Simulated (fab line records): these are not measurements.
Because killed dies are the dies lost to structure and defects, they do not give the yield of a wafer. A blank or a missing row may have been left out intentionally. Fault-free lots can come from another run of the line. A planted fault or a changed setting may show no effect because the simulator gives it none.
Struck lot and sound lot, side by side ; flow nand harc ; 14 out of 1302 route steps
Sound: wafers L443.2, L443.4, L443.5. Struck: wafer L452.5 (left out: L452.2, a lot-mate that was not struck); the cause follows at the end.
At each step with rows: each side's tool, then ch and its chambers, then its first start. Under that, the readings that differ: sound wafers ; struck wafers ; difference of the means ; sigmas: that difference in standard deviations of wafers without a fault.
alike: readings whose means differ by less than 2 such deviations, and words and numbers that are the same on both sides. not compared: withheld readings, readings that some wafer has no value for, bounds like >300 that may hide the same value, and numbers for which the record gives no deviation and whose values overlap.
Wherever a step has rows on one side only, a row that says differs or no value, or a row with sigmas, the two part there. Non-overlapping numbers with no deviation appear without sigmas and do not part them. Lack of a reading on every wafer of one side parts them only where that side has two or more wafers.

first, 1 step without rows for these wafers: NHARC_A_ONON_D1_DEP_12 (target thk 1000 nm).
NHARC_A_ONON_D1_THK_MEAS_14: measures by ellipsometry.
  struck on film metro-02, day 14 16:19; sound on film metro-02, day 10 14:09
  alike: thk nm
then, 2 steps without rows for these wafers: NHARC_A_ONON_D1_ANNEAL_15 (time 3600 s); NHARC_A_ONON_D1_DEP_16 (target thk 1000 nm).
NHARC_A_ONON_D1_THK_MEAS_18: measures by ellipsometry.
  struck on film metro-01, day 15 00:35; sound on film metro-02, day 11 01:52
  alike: thk nm
next comes 1 step that has no rows for these wafers: NHARC_A_ONON_D1_DEP_19 (target thickness 1000 nm).
NHARC_A_ONON_D1_THK_MEAS_21: measures by ellipsometry.
  struck on film metro-01, day 15 01:09; sound on film metro-02, day 11 02:27
  alike: thk nm
next comes 1 step that has no rows for these wafers: NHARC_A_ONON_D1_DEP_22 (target thickness 1000 nm).
NHARC_A_ONON_D1_THK_MEAS_24: measures by ellipsometry.
  struck on film metro-01, day 15 01:43; sound on film metro-01, day 11 03:01
  alike: thk nm
next comes 1 step that has no rows for these wafers: NHARC_A_ONON_D1_DEP_25 (target thickness 1000 nm).
NHARC_A_ONON_D1_THK_MEAS_27: measures by ellipsometry.
  struck on film metro-02, day 15 02:18; sound on film metro-02, day 11 03:35
  alike: thk nm
NHARC_A_ONON_D1_DEP_28: target thk 1000 nm.
  sound on pecvd onon-04 ch 0, day 11 03:43; struck on pecvd onon-01 ch 0, day 15 02:25
NHARC_A_ONON_D1_THK_MEAS_30: measures by ellipsometry.
  struck on film metro-01, day 15 02:52; sound on film metro-01, day 11 04:10
reading;sound;struck;difference;sigmas
thk nm (nm);983 985 987;1327;+342;+40
NHARC_A_ONON_D1_DEP_33: deposits SiO2, target thk 200 nm.
  sound on pecvd-03 ch 1,2, day 11 04:16; struck on pecvd-01 ch 0, day 15 02:59
reading;sound;struck;difference;sigmas
heater power w (W);483 524 495;735;+234;+2
  alike: throttle valve pct

WHERE THEY PART
Last at NHARC_A_ONON_D1_DEP_33 as far as this record goes, first at NHARC_A_ONON_D1_THK_MEAS_30.

WHY: what had been put in by the simulator
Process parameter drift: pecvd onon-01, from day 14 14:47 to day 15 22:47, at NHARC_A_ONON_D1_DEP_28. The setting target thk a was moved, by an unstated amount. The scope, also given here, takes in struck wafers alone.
